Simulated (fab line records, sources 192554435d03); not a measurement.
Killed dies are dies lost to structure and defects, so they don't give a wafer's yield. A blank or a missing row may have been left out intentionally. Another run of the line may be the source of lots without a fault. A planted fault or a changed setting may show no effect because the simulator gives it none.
Which tool is to blame? -- flow n5-finfet -- Sampling: 12 lots, 36 wafers, 3 of 1938 route steps

## WHAT EACH GAUGE READ, for each wafer
N5_DUMMY_GATE_INSPECT_17: inspects for defects (brightfield).
lot,measured,on,raw-defect-count
L075,day 3 05:17,defect-inspect-01,275 171 185
L077,day 3 15:49,defect-inspect-02,199 104 110
L079,day 4 04:19,defect-inspect-02,230 202 233
L081,day 4 18:46,defect-inspect-02,245 233 210
L083,day 5 04:08,defect-inspect-01,170 172 157
L085,day 5 16:59,defect-inspect-01,112 182 199
L087,day 6 03:57,defect-inspect-02,191 252 224
L089,day 6 16:44,defect-inspect-01,159 103 127
L091,day 7 04:29,defect-inspect-02,165 144 94
L093,day 7 15:13,defect-inspect-02,149 215 145
L095,day 8 06:20,defect-inspect-02,191 205 228
L097,day 8 17:01,defect-inspect-02,296 247 258

## WHICH TOOL RAN EACH LOT (tool, then ch and the chambers of the sampled wafers, then the start)
lot,N5_FIN_CUT_CUT_ETCH_28,N5_STI_FIN_REVEAL_DENSIFY_30
L075,"rie-si-04 ch 0,1,2, day 2 10:14","rtp-anneal-02 ch 0, day 2 17:14"
L077,"rie-si-05 ch 1,2, day 2 22:07","rtp-anneal-01 ch 0, day 3 03:50"
L079,"rie-si-05 ch 1,2,3, day 3 09:36","rtp-anneal-02 ch 0, day 3 15:35"
L081,"rie-si-04 ch 0,1,2, day 3 23:44","rtp-anneal-02 ch 0, day 4 05:34"
L083,"rie-si-04 ch 1,3, day 4 09:47","rtp-anneal-01 ch 0, day 4 15:50"
L085,"rie-si-05 ch 1,3, day 4 21:37","rtp-anneal-01 ch 0, day 5 04:32"
L087,"rie-si-05 ch 0,1,2, day 5 10:05","rtp-anneal-01 ch 0, day 5 15:59"
L089,"rie-si-04 ch 0,1,3, day 5 22:33","rtp-anneal-01 ch 0, day 6 04:22"
L091,"rie-si-04 ch 1,2, day 6 10:46","rtp-anneal-01 ch 0, day 6 16:43"
L093,"rie-si-05 ch 0,1,2, day 6 21:22","rtp-anneal-02 ch 0, day 7 03:07"
L095,"rie-si-04 ch 0,1,3, day 7 09:48","rtp-anneal-01 ch 0, day 7 16:30"
L097,"rie-si-05 ch 1,2, day 7 22:02","rtp-anneal-01 ch 0, day 8 04:06"
- N5_FIN_CUT_CUT_ETCH_28: etches Si in HBr/Cl2/O2, target depth 6 nm, time 2.4 s.
- N5_STI_FIN_REVEAL_DENSIFY_30

## THE ANSWER, worked out from the rows above alone
Rule: usual is defined by the lots themselves. Put in order of their means at a reading, lots are off if they are a third of the lots or fewer, leave a main group of 4 or more, and stand apart from it by a gap of 3 or more times the standard deviation of the main group's means; of several such gaps the widest counts. Not used: any main group whose means are identical at the precision the tables above print for the reading. A lot without any number at a reading at which 4 lots or more have one is off too. The other lots that the step has rows for count as sound.
Nothing can be told from this: no lot is off at any reading shown.

## WHAT HAD BEEN PUT IN BY THE SIMULATOR
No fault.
